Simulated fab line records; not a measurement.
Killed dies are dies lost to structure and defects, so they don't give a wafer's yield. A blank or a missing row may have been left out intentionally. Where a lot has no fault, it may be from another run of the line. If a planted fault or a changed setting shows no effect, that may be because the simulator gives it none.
Struck lot and sound lot, side by side / flow n5_finfet / 15 steps out of a route of 1938
Sound: the wafers L284.2, L284.3, L284.6. Wafers L276.1, L276.4, L276.6 were the ones struck. The cause is named last.
For every step that has rows: the tool of each side, followed by ch and its chambers, followed by its first start. Under that, the readings that differ: sound wafers / struck wafers / difference of the means / sigmas: that difference in standard deviations of wafers without a fault.
alike: words and numbers the same on both sides, and readings whose means are apart by under 2 such deviations; not compared: readings that were withheld, readings missing a value for some wafer, numbers with overlapping values and no deviation given by the record, and bounds like >300 which may hide the same value.
Wherever a step has rows on one side only, a row that says differs or no value, or a row with sigmas, the two part there. Numbers that don't overlap but have no deviation are shown without sigmas and don't part them. A reading missing from all wafers of one side parts the sides only when that side holds two or more wafers.

N5_BEOL_M5_VIA_ETCH_34: etches SiCOH lowk in C4F6/O2, target depth 88.3 nm, time 39.2 s.
  sound on rie_diel-02 ch 0,2, day 13 21:08; struck on rie_diel-02 ch 0,1,3, day 13 10:54
  alike: C4F6_flow_sccm, drypump_motor_current_A, oes_product_au, rf_vpp_V, showerhead_plenum_p_Torr, throttle_valve_pct
  not compared: rf_hours_counter_h
then, 1 step without rows for these wafers: N5_BEOL_M5_STRIP_85 (strips in C4F6/O2).
N5_BEOL_M5_STRIP_36: strips in N2/H2.
  sound on rie_diel-02 ch 0,2, day 13 21:11; struck on rie_diel-02 ch 0,1,3, day 13 10:57
  alike: bias_power_w, drypump_motor_current_A, oes_product_au, rf_vpp_V, showerhead_plenum_p_Torr, throttle_valve_pct
  not compared: rf_hours_counter_h
N5_BEOL_M5_TRENCH_ETCH_37: etches SiCOH lowk in C4F6/O2, target depth 71.652 nm, time 24.7 s.
  sound: rie_diel-02 ch 0,2; struck: rie_diel-02 ch 0,1,3
  alike: C4F6_flow_sccm, drypump_motor_current_A, oes_product_au, rf_vpp_V, showerhead_plenum_p_Torr, throttle_valve_pct
  not compared: rf_hours_counter_h
N5_BEOL_M5_ETCH_41: etches SiCN in CH3F/O2, target depth 31.5 nm, time 56.7 s.
  sound: rie_diel-02 ch 0,2; struck: rie_diel-02 ch 0,1,3
  alike: drypump_motor_current_A, oes_product_au, rf_vpp_V, showerhead_plenum_p_Torr, throttle_valve_pct
  not compared: rf_hours_counter_h
N5_BEOL_M5_STRIP_91: strips in N2/H2, time 10 s.
  sound: rie_diel-02 ch 0,2; struck: rie_diel-02 ch 0,1,3
  alike: bias_power_w, drypump_motor_current_A, oes_product_au, rf_vpp_V, showerhead_plenum_p_Torr, throttle_valve_pct
  not compared: rf_hours_counter_h
N5_BEOL_M5_OCD_MEAS_38:
  sound on ocd-02 at day 13 21:22; struck on ocd-01 at day 13 11:08
  alike: trench_depth_nm
then, 4 steps without rows for these wafers: N5_BEOL_M5_HM_STRIP_39 (strips TiN in peroxide tin strip, target depth 25 nm, time 158 s); N5_BEOL_M5_SRD_40 (time 30 s); N5_BEOL_M5_PRECLEAN_42 (cleans in residue remover, time 60 s); N5_BEOL_M5_SRD_43 (time 30 s).
N5_BEOL_M5_CD_MEAS_35: target cd 28 nm, target cd y 24 nm.
  sound on cd_sem-01 at day 13 21:32; struck on cd_sem-01 at day 13 11:17
  alike: cd_nm
N5_BEOL_M5_CURE_80: cures SiCOH lowk, time 120 s.
  sound on uv_cure-01 ch 2, day 13 21:37; struck on uv_cure-01 ch 1, day 13 11:20
  no value came back on the struck wafers for lamp_power_pct (%), run_length_s (s), wafer_temp_C_max; on the sound wafers lamp_power_pct (%) reads 52.34 52.32 52.38
then, 1 step without rows for these wafers: N5_BEOL_M5_DEGAS_44 (time 60 s).
-- a jump in the record: the struck wafers' starts before and after are 5 days apart (it breaks off in module BEOL_M5 and resumes in module PASSIVATION, where the first step shown is number 1936 of the route) --
N5_PASSIVATION_PROBE_49:
  sound on prober-01 at day 18 03:55; struck on prober-02 at day 17 23:55
  alike: defect_limited_yield, killed_at_M0_to_M3, killed_at_M4_up, killed_at_contacts, killed_at_front_end, killed_at_other, killed_dies, killed_open, killed_short, sort_bin_5_function, sort_bin_6_memory, sort_n_pass, sort_yield_pct

## WHERE THEY PART
Only at N5_BEOL_M5_CURE_80, as far as this record shows. Later steps at which nothing parts them and some readings are alike: N5_PASSIVATION_PROBE_49.

WHY: what had been put in by the simulator
Beginning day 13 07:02, the whole step at N5_BEOL_M5_CURE_80 was skipped on uv_cure-01. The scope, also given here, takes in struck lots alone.
